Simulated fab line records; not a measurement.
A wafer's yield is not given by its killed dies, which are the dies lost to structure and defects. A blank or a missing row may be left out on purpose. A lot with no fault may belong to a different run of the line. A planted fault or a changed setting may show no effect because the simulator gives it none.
Struck lot and sound lot, side by side | flow n5_finfet | 38 out of 1938 route steps
Sound: wafers L135.1, L135.3, L135.6. The struck wafers were L130.1, L130.3, L130.5. Last of all comes the cause.
At each step with rows: each side's tool, then ch and its chambers, then its first start. Under that, the readings that differ: sound wafers | struck wafers | difference of the means | sigmas: that difference in standard deviations of wafers without a fault.
alike: readings whose means differ by less than 2 such deviations, and words and numbers that are the same on both sides. not compared: withheld readings, readings that some wafer has no value for, bounds like >300 that may hide the same value, and numbers for which the record gives no deviation and whose values overlap.
The two part at a step that has a row with sigmas, a row that says differs or no value, or rows on one side only. Non-overlapping numbers with no deviation appear without sigmas and do not part them. A reading missing from all wafers of one side parts the sides only when that side holds two or more wafers.

first, 9 steps without rows for these wafers: N5_BEOL_M4_ANNEAL_95 (time 240 s); N5_BEOL_M4_SPUTTER_96 (material Cu, target thk 4.5 nm, time 8.29 s); N5_BEOL_M4_ECD_50 (material Cu, target thk 300 nm); N5_BEOL_M4_ANNEAL_51 (time 90 s); N5_BEOL_M4_CMP_52 (polishes, stops on SiOC, t overpolish 6.8 s, target thk 40 nm); N5_BEOL_M4_PRE_CLEAN_60 (time 15 s); N5_BEOL_M4_CO_CAP_55 (material Co, precursor CCTBA/H2, target thk 2 nm, time 102.1 s); N5_BEOL_M4_PRE_CLEAN_56 (time 15 s); N5_BEOL_M4_DEP_57 (deposits SiCN from 3MS/NH3, target thk 8 nm, time 14 s).
N5_BEOL_M4_RC_MEAS_101:
  sound on prober-01 ch 0, day 14 01:31; struck on prober-01 ch 0, day 13 02:19
  alike: DIBL_N, DIBL_P, IOFF_N, IOFF_P, ION_N, ION_P, SS_N, SS_P, VT_N, VT_P
then, 24 steps without rows for these wafers: N5_BEOL_M5_ILD_DEP_00 (deposits SiCOH lowk from DEMS/porogen, target thk 140.64 nm, time 25.9 s); N5_BEOL_M5_CURE_79 (cures SiCOH lowk, time 240 s); N5_BEOL_M5_PECVD_70 (deposits SiO2 from TEOS/O2, target thk 16 nm, time 18 s); N5_BEOL_M5_HM_DEP_02 (deposits TiN, target thk 20 nm); N5_BEOL_M5_COAT_59 (time 60 s, resist thk 60 nm); N5_BEOL_M5_COAT_60 (time 60 s, resist thk 12 nm); N5_BEOL_M5_COAT_71 (time 60 s, resist thk 5 nm); N5_BEOL_M5_COAT_05 (resist thk 30 nm); N5_BEOL_M5_EBR_07; N5_BEOL_M5_SOFTBAKE_06 (time 60 s); N5_BEOL_M5_EXPOSE_08 (exposes mask M5, target cd 28 nm); N5_BEOL_M5_PEB_09 (peb time 60 s); N5_BEOL_M5_DEVELOP_10 (develop time 30 s); N5_BEOL_M5_DESCUM_16 (chemistry O2, time 7 s); N5_BEOL_M5_ETCH_72 (etches underlayer in N2/H2, target depth 6.5 nm, time 5.2 s); N5_BEOL_M5_ETCH_61 (etches SiARC in CF4, target depth 15.6 nm, time 26 s); N5_BEOL_M5_ETCH_62 (etches SOC in N2/H2, target depth 75 nm, overetch 15 nm, time 112.5 s); N5_BEOL_M5_STRIP_63 (strips in N2/H2); N5_BEOL_M5_STRIP_73 (strips in N2/H2); N5_BEOL_M5_STRIP_64 (strips in CF4); N5_BEOL_M5_HM_OPEN_17 (chemistry Cl2/BCl3, target TiN, target depth 20 nm, overetch 6 nm); N5_BEOL_M5_STRIP_19 (strips in O2); N5_BEOL_M5_COAT_65 (time 60 s, resist thk 60 nm); N5_BEOL_M5_COAT_66 (time 60 s, resist thk 12 nm).
N5_BEOL_M8_ILD_DEP_00: deposits SiCOH lowk from DEMS/porogen, target thk 179.75 nm, time 33.4 s.
  sound on pecvd-02 ch 0,1, day 15 04:35; struck on pecvd-04 ch 0,1,2, day 14 07:46
  reading                                            | sound           | struck          | difference | sigmas
  model.SiCOH_lowk_of_BEOL_M8_ILD_DEP_00.thk_nm (nm) | 180.2 180 182.4 | 270.8 269 273.8 | +90.3      |
  alike: heater_power_w, showerhead_plenum_p_Torr, throttle_valve_pct
  not compared: since_wet_clean_h
N5_BEOL_M8_THK_MEAS_01:
  struck on film_metro-01, day 14 08:20; sound on film_metro-01, day 15 05:19
  reading         | sound             | struck            | difference | sigmas
  M8_ILD_THK (nm) | 155.3 155.3 157.4 | 234.6 233.1 237.7 | +79.1      | +32
N5_BEOL_M8_CMP_52: polishes, stops on SiCOH lowk, t overpolish 6.9 s, target thk 80 nm.
  sound on cmp-03 ch 0,2, day 15 14:40; struck on cmp-04 ch 1,2, day 14 15:25
  reading                                            | sound             | struck            | difference | sigmas
  model.SiCOH_lowk_of_BEOL_M8_ILD_DEP_00.thk_nm (nm) | 152.4 152.2 154.4 | 231.8 230.2 234.4 | +79.1      |
  alike: clearing_platen_down_force_psi, motor_current_A
-- a jump in the record: the struck wafers' starts before and after are 3 days apart (it breaks off in module BEOL_M8 and resumes in module PASSIVATION, where the first step shown is number 1936 of the route) --
N5_PASSIVATION_PROBE_49:
  struck on prober-01, day 17 09:20; sound on prober-01, day 18 13:33
  reading                  | sound          | struck         | difference | sigmas
  defect_limited_yield (%) | 90.6 92.3 90.6 | 0 0 0          | -91        | -57
  killed_at_M4_up          | 17 11 18       | 1080 1113 1091 | +1079      | +99 or more
  killed_at_contacts       | 4 14 7         | 36 18 12       | +14        | +2
  killed_dies              | 111 91 111     | 1180 1180 1180 | +1076      | +57
  killed_on_rim            | 10 13 14       | 152 152 152    | +140       | +33
  sort_bin_5_function (%)  | 5.5 5.1 6.5    | 97.5 97.5 96.5 | +91.5      | +83
  sort_n_pass              | 1069 1089 1069 | 0 0 0          | -1076      | -57
  sort_yield_pct (%)       | 90.6 92.3 90.6 | 0 0 0          | -91        | -57
  alike: killed_at_M0_to_M3, killed_at_front_end, killed_at_other, killed_open, killed_short, sort_bin_6_memory

== WHERE THEY PART ==
At N5_BEOL_M8_THK_MEAS_01 first; at N5_PASSIVATION_PROBE_49 last (within this record only).

WHY: whatever the simulator had introduced
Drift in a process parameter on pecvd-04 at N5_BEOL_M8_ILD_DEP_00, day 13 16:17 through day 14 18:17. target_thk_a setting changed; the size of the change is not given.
